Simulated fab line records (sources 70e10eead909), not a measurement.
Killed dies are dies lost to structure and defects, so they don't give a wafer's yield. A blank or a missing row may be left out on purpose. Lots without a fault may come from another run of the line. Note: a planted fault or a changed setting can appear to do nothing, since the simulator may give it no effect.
Comparing a struck lot with a sound one | flow nandHarc | 39 steps out of a route of 1159
Sound: the wafers L182.3, L182.4, L182.6. The struck wafers were L201.1, L201.2, L201.5. The cause comes at the end.
Per side, at each step with rows, come the tool, then ch with its chambers, and then its first start. Under that, the readings that differ: sound wafers | struck wafers | difference of the means | sigmas: that difference in standard deviations of wafers without a fault.
alike: readings whose means differ by less than 2 such deviations, and words and numbers that are the same on both sides. not compared: withheld readings, readings that some wafer has no value for, bounds like >300 that may hide the same value, and numbers for which the record gives no deviation and whose values overlap.
A row with sigmas, a row that says differs or no value, or rows on one side alone: a step with any of these is where the two part. Numbers that have no deviation but don't overlap get no sigmas and don't part them. A reading missing from all wafers of one side parts the sides only when that side holds two or more wafers.

first, 1 step without rows for these wafers: NHARC_A_ONON_D1_DEP_00 (target thk 1000 nm).
NHARC_A_ONON_D1_THK_MEAS_02: measures by ellipsometry.
  sound: filmMetro-01 at day 7 19:57; struck: filmMetro-02 at day 12 11:22
  alike: thkNm
then, 1 step without rows for these wafers: NHARC_A_ONON_D1_DEP_03 (target thk 1000 nm).
NHARC_A_ONON_D1_THK_MEAS_05: measures by ellipsometry.
  sound: filmMetro-01 at day 7 20:31; struck: filmMetro-01 at day 12 11:56
  alike: thkNm
then, 1 step without rows for these wafers: NHARC_A_ONON_D1_DEP_06 (target thk 1000 nm).
NHARC_A_ONON_D1_THK_MEAS_08: measures by ellipsometry.
  sound: filmMetro-01 at day 7 21:05; struck: filmMetro-02 at day 12 12:30
  alike: thkNm
then, 1 step without rows for these wafers: NHARC_A_ONON_D1_DEP_09 (target thk 1000 nm).
NHARC_A_ONON_D1_THK_MEAS_11: measures by ellipsometry.
  sound: filmMetro-02 at day 7 21:39; struck: filmMetro-02 at day 12 13:04
  alike: thkNm
then, 1 step without rows for these wafers: NHARC_A_ONON_D1_DEP_12 (target thk 1000 nm).
NHARC_A_ONON_D1_THK_MEAS_14: measures by ellipsometry.
  sound: filmMetro-01 at day 7 22:14; struck: filmMetro-02 at day 12 13:38
  alike: thkNm
then, 1 step without rows for these wafers: NHARC_A_ONON_D1_ANNEAL_15 (time 3600 s).
NHARC_A_ONON_D1_DEP_16: target thk 1000 nm.
  sound on pecvdOnon-01 ch 0, day 8 04:58; struck on pecvdOnon-01 ch 0, day 12 20:19
NHARC_A_ONON_D1_THK_MEAS_18: measures by ellipsometry.
  sound: filmMetro-01 at day 8 05:22; struck: filmMetro-01 at day 12 20:51
  alike: thkNm
then, 1 step without rows for these wafers: NHARC_A_ONON_D1_DEP_19 (target thk 1000 nm).
NHARC_A_ONON_D1_THK_MEAS_21: measures by ellipsometry.
  sound: filmMetro-02 at day 8 05:57; struck: filmMetro-01 at day 12 21:25
  alike: thkNm
then, 1 step without rows for these wafers: NHARC_A_ONON_D1_DEP_22 (target thk 1000 nm).
NHARC_A_ONON_D1_THK_MEAS_24: measures by ellipsometry.
  sound: filmMetro-02 at day 8 06:31; struck: filmMetro-01 at day 12 21:59
  alike: thkNm
then, 1 step without rows for these wafers: NHARC_A_ONON_D1_DEP_25 (target thk 1000 nm).
NHARC_A_ONON_D1_THK_MEAS_27: measures by ellipsometry.
  sound: filmMetro-01 at day 8 07:05; struck: filmMetro-01 at day 12 22:34
  alike: thkNm
then, 1 step without rows for these wafers: NHARC_A_ONON_D1_DEP_28 (target thk 1000 nm).
NHARC_A_ONON_D1_THK_MEAS_30: measures by ellipsometry.
  sound: filmMetro-01 at day 8 07:39; struck: filmMetro-02 at day 12 23:08
  alike: thkNm
NHARC_A_ONON_D1_DEP_33: deposits SiO2, target thk 200 nm.
  sound on pecvd-01 ch 0,2, day 8 07:42; struck on pecvd-01 ch 0,1, day 12 23:20
  alike: heaterPowerW, throttleValvePct
NHARC_A_ONON_D1_THK_MEAS_34: measures by ellipsometry.
  sound: filmMetro-01 at day 8 08:07; struck: filmMetro-01 at day 12 23:45
  alike: thkNm
NHARC_A_CHANNEL_HOLE_D1_DEP_00: deposits aC, target thk 3100 nm.
  sound on aclDep-03 ch 0, day 8 15:28; struck on aclDep-01 ch 0, day 13 01:37
  alike: throttleValvePct
NHARC_A_CHANNEL_HOLE_D1_DEP_01: deposits SiON, target thk 140 nm.
  sound on pecvd-02 ch 0,2, day 8 16:47; struck on pecvd-02 ch 0,1, day 13 03:32
  alike: heaterPowerW
then, 10 steps without rows for these wafers: NHARC_A_CHANNEL_HOLE_D1_DEHYDRATE_02 (time 120 s); NHARC_A_CHANNEL_HOLE_D1_HMDS_03 (time 30 s); NHARC_A_CHANNEL_HOLE_D1_COAT_36 (time 75 s); NHARC_A_CHANNEL_HOLE_D1_COAT_37 (time 65 s); NHARC_A_CHANNEL_HOLE_D1_COAT_04 (resist thk 90 nm); NHARC_A_CHANNEL_HOLE_D1_SOFTBAKE_05 (time 55 s); NHARC_A_CHANNEL_HOLE_D1_EBR_06; NHARC_A_CHANNEL_HOLE_D1_EXPOSE_07 (exposes mask HOLE D1, target cd 100 nm); NHARC_A_CHANNEL_HOLE_D1_PEB_08 (peb time 65 s); NHARC_A_CHANNEL_HOLE_D1_DEVELOP_09 (develop time 35 s).
NHARC_A_CHANNEL_HOLE_D1_CD_MEAS_10: the cd target is 100 nm.
  sound on cdSem-03 ch 0, day 8 17:31; struck on cdSem-01 ch 0, day 13 04:18
  alike: cdNm
NHARC_A_CHANNEL_HOLE_D1_OVL_MEAS_11:
  sound: overlay-02 at day 8 17:37; struck: overlay-02 at day 13 04:23
  alike: overlayXNm, overlayYNm
NHARC_A_CHANNEL_HOLE_D1_DESCUM_15: chemistry O2, time 3 s.
  sound on rieDiel-10 ch 0,2, day 8 17:43; struck on rieDiel-12 ch 1,3, day 13 04:29
  alike: drypumpMotorCurrentA, oesProductAu, rfVppV, showerheadPlenumPTorr, throttleValvePct
  not compared: rfHoursCounterH
-- the record jumps here: 11 days lie between the struck wafers' starts before and after (it left off in module A_CHANNEL_HOLE_D1 and takes up again in module END, whose first step shown is number 1159 of the route) --
NHARC_END_SORT_01:
  sound on prober-02 ch 0, day 20 09:23; struck on prober-01 ch 0, day 24 04:35
reading       | sound    | struck   | difference | sigmas
killedAtArray | 31 19 28 | 72 75 80 | +50        | +5
killedDies    | 39 23 39 | 75 77 84 | +45        | +5
  alike: killedAtOther, killedAtPeriphery, killedOpen, killedShort

== WHERE THEY PART ==
Only at NHARC_END_SORT_01, as far as this record shows.

WHY: what had been put in by the simulator
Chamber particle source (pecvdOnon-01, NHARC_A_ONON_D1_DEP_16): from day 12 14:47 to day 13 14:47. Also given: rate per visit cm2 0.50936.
